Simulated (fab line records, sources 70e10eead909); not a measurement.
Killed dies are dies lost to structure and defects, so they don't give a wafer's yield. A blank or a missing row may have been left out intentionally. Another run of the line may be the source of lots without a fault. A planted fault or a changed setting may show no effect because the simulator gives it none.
Chamber matching + flow nand-harc + 4 sister chambers for NHARC_A_CONTACT_CMP_20 on cmp-03
The step polishes, t overpolish 30 s, target thk 300 nm. 4 wafers are shown with their chamber, then 8 later ones without.

## EACH WAFER AND ITS CHAMBER
| wafer  | chamber | time-to-endpoint-s (s) |
|--------|---------|------------------------|
| L085.6 | 0       | 61.4                   |
| L086.1 | 3       | 61.9                   |
| L086.5 | 1       | 59.8                   |
| L090.2 | 2       | 58.0                   |

## WAFERS MISSING THEIR CHAMBER
| wafer  | time-to-endpoint-s (s) |
|--------|------------------------|
| L090.5 | 59.7                   |
| L090.6 | 56.1                   |
| L091.2 | 59.7                   |
| L091.4 | 57.5                   |
| L091.6 | 55.3                   |
| L095.2 | 55.8                   |
| L095.5 | 59.4                   |
| L095.6 | 60.4                   |

## EACH ONE'S CHAMBER
| wafer  | from the rows above               | in truth |
|--------|-----------------------------------|----------|
| L090.5 | can't be placed: 1 or 0 or 2 or 3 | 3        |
| L090.6 | can't be placed: 2 or 1           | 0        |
| L091.2 | can't be placed: 1 or 0 or 2 or 3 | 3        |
| L091.4 | can't be placed: 2 or 1           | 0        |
| L091.6 | can't be placed: 2 or 1           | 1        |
| L095.2 | can't be placed: 2 or 1           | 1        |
| L095.5 | can't be placed: 1 or 2 or 0 or 3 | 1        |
| L095.6 | can't be placed: 1 or 0 or 3 or 2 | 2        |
Correct placement for 0 of the 8. Unplaceable from these rows: 8, with the true chamber sitting among the candidates in 6. Number placed wrongly: 0.
How it was worked out, from the rows above alone: a wafer's distance from a chamber is the root of the sum, over the readings, of the square of ((its reading less the chamber's mean) divided by the reading's scatter). If the next closest chamber is less than 2 further off than the closest, the wafer can't be placed; otherwise it belongs to the closest. Each chamber's mean is taken over the wafers shown for it. The scatter: root of mean squared gap, hidden wafer to nearest shown wafer, with one shown wafer a chamber.
